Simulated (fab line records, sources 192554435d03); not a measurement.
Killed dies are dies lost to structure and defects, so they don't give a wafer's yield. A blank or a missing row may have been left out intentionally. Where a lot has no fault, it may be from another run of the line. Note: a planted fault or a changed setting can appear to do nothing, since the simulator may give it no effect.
Chamber matching | flow n5-finfet | rie-diel-04 running N5_SD_EPI_N_ETCHBACK_44: 4 sister chambers
The step etches SiNx in CH3F/O2, stops on SiO2, target depth 14.5 nm. 22 wafers are shown with their chamber, then 11 later ones without.

EACH WAFER AND ITS CHAMBER
wafer  | chamber | throttle-valve-pct (%) | drypump-motor-current-A (A) | showerhead-plenum-p-Torr (Torr)
L075.1 | 2       | 16.5                   | 5.7                         | 1.95
L075.3 | 0       | 16.3                   | 6.6                         | 2.09
L075.5 | 3       | 16.6                   | 6.2                         | 1.96
L077.1 | 2       | 16.4                   | 5.7                         | 1.95
L077.3 | 0       | 16.3                   | 6.7                         | 2.08
L077.6 | 2       | 16.5                   | 5.7                         | 1.95
L079.1 | 3       | 16.6                   | 6.2                         | 1.96
L079.3 | 0       | 16.3                   | 6.7                         | 2.08
L079.6 | 1       | 17.0                   | 5.9                         | 2.08
L080.1 | 1       | 17.0                   | 5.8                         | 2.08
L080.3 | 3       | 16.6                   | 6.2                         | 1.95
L080.5 | 2       | 16.5                   | 5.7                         | 1.95
L082.1 | 2       | 16.5                   | 5.7                         | 1.95
L082.2 | 0       | 16.3                   | 6.6                         | 2.08
L082.3 | 3       | 16.6                   | 6.2                         | 1.95
L084.2 | 1       | 17.0                   | 5.8                         | 2.07
L084.3 | 3       | 16.6                   | 6.2                         | 1.95
L084.5 | 2       | 16.5                   | 5.7                         | 1.95
L087.1 | 3       | 16.6                   | 6.2                         | 1.95
L087.3 | 2       | 16.5                   | 5.7                         | 1.94
L087.6 | 1       | 17.0                   | 5.9                         | 2.07
L088.1 | 0       | 16.3                   | 6.7                         | 2.08

SIGNATURES (means of the wafers above)
reading                  | chamber 0 | chamber 1 | chamber 2 | chamber 3 | scatter within a chamber
throttle-valve-pct       | 16.300    | 17.000    | 16.486    | 16.600    | 0.0218
drypump-motor-current-A  | 6.660     | 5.850     | 5.700     | 6.200     | 0.035
showerhead-plenum-p-Torr | 2.0820    | 2.0750    | 1.9486    | 1.9533    | 0.00471
Rule: a wafer's distance from a chamber is the root of the sum, over the readings, of the square of ((its reading less the chamber's mean) divided by the reading's scatter). The wafer belongs to the nearest chamber; if the next one is less than 2 further off, it can't be placed. The scatter: take each reading less its chamber's mean, square it, sum over the shown wafers, divide by the number of wafers less the number of chambers, and take the root.

WAFERS MISSING THEIR CHAMBER
wafer  | throttle-valve-pct (%) | drypump-motor-current-A (A) | showerhead-plenum-p-Torr (Torr)
L088.3 | 16.6                   | 6.2                         | 1.95
L088.5 | 16.5                   | 5.7                         | 1.94
L089.4 | 17.0                   | 5.9                         | 2.07
L089.5 | 16.5                   | 5.7                         | 1.94
L089.6 | 16.6                   | 6.2                         | 1.95
L095.1 | 17.0                   | 5.9                         | 2.06
L095.3 | 16.7                   | 6.2                         | 1.94
L095.4 | 16.4                   | 6.7                         | 2.07
L097.2 | 16.4                   | 6.7                         | 2.07
L097.5 | 16.1                   | 5.7                         | 1.94
L097.6 | 16.7                   | 6.2                         | 1.94

EACH ONE'S CHAMBER
wafer  | from the rows above | in truth
L088.3 | 3                   | 3
L088.5 | 2                   | 2
L089.4 | 1                   | 1
L089.5 | 2                   | 2
L089.6 | 3                   | 3
L095.1 | 1                   | 1
L095.3 | 3                   | 3
L095.4 | 0                   | 0
L097.2 | 0                   | 0
L097.5 | 2                   | 2
L097.6 | 3                   | 3
Placed correctly: 11 of 11. Left unplaced by these rows: 0. Wrongly placed: 0.
